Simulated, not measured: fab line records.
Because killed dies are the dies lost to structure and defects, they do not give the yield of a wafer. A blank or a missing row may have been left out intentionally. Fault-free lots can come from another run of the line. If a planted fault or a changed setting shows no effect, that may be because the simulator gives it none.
Matching of chambers | flow n5-finfet | N5_FIN_SAQP_FIN_ETCH_36 on rie-si-01 has 4 sister chambers
The step etches the open film in HBr/Cl2/O2, target depth 120 nm, time 50.4 s. 22 wafers are shown with their chamber, then 11 later ones without.

== WAFERS PAIRED WITH THEIR CHAMBERS ==
wafer  | chamber | drypump-motor-current-A (A) | throttle-valve-pct (%) | oes-product-au (a.u.)
L075.2 | 2       | 5.5                         | 36.0                   | 1.004
L075.4 | 1       | 5.5                         | 36.5                   | 1.030
L075.6 | 1       | 5.5                         | 36.5                   | 1.006
L076.1 | 2       | 5.5                         | 36.0                   | 1.010
L076.4 | 1       | 5.5                         | 36.5                   | 1.018
L076.6 | 3       | 5.9                         | 36.3                   | 1.032
L077.1 | 1       | 5.5                         | 36.5                   | 1.012
L077.4 | 0       | 6.1                         | 35.6                   | 0.960
L077.6 | 3       | 5.8                         | 36.3                   | 1.031
L078.2 | 3       | 5.8                         | 36.3                   | 1.022
L078.4 | 0       | 6.1                         | 35.6                   | 0.979
L078.6 | 2       | 5.5                         | 36.0                   | 1.013
L084.2 | 3       | 5.8                         | 36.3                   | 1.025
L084.5 | 0       | 6.1                         | 35.6                   | 0.967
L084.6 | 1       | 5.5                         | 36.5                   | 1.026
L086.1 | 0       | 6.1                         | 35.6                   | 0.975
L086.3 | 3       | 5.9                         | 36.3                   | 1.015
L086.5 | 3       | 5.9                         | 36.4                   | 1.017
L087.2 | 0       | 6.1                         | 35.6                   | 0.952
L087.3 | 2       | 5.5                         | 36.1                   | 0.983
L087.6 | 1       | 5.5                         | 36.5                   | 1.006
L088.2 | 2       | 5.5                         | 36.0                   | 0.999

SIGNATURES, as means of the wafers listed above
reading                 | chamber 0 | chamber 1 | chamber 2 | chamber 3 | scatter within a chamber
drypump-motor-current-A | 6.100     | 5.500     | 5.500     | 5.850     | 0.0289
throttle-valve-pct      | 35.600    | 36.500    | 36.020    | 36.317    | 0.0301
oes-product-au          | 0.96660   | 1.01633   | 1.00180   | 1.02367   | 0.01
Rule: a wafer lies at a distance from a chamber equal to the root of the sum of squares, over the readings, of (its reading less the chamber's mean, divided by the reading's scatter). The wafer belongs to the nearest chamber; if the next one is less than 2 further off, it can't be placed. The scatter: the root of (the sum of the squares of (reading less its chamber's mean) over the shown wafers, divided by (wafers less chambers)).

== WAFERS WITHOUT THEIR CHAMBER ==
wafer  | drypump-motor-current-A (A) | throttle-valve-pct (%) | oes-product-au (a.u.)
L088.3 | 6.1                         | 35.6                   | 0.964
L088.4 | 5.8                         | 36.3                   | 1.009
L091.2 | 5.8                         | 36.4                   | 1.016
L091.5 | 5.9                         | 36.3                   | 1.007
L091.6 | 5.5                         | 36.0                   | 0.997
L095.2 | 6.1                         | 35.5                   | 0.978
L095.5 | 5.8                         | 36.4                   | 1.021
L095.6 | 5.5                         | 36.0                   | 0.993
L097.3 | 5.5                         | 36.5                   | 1.018
L097.4 | 5.8                         | 36.4                   | 1.008
L097.5 | 5.8                         | 36.4                   | 1.022

== THE CHAMBER EACH PASSED THROUGH ==
wafer  | from the rows above | in truth
L088.3 | 0                   | 0
L088.4 | 3                   | 3
L091.2 | 3                   | 3
L091.5 | 3                   | 3
L091.6 | 2                   | 2
L095.2 | 0                   | 0
L095.5 | 3                   | 3
L095.6 | 2                   | 2
L097.3 | 1                   | 1
L097.4 | 3                   | 3
L097.5 | 3                   | 3
Correct placement for 11 of the 11. Can't be placed from these rows: 0. Placed wrongly: 0.
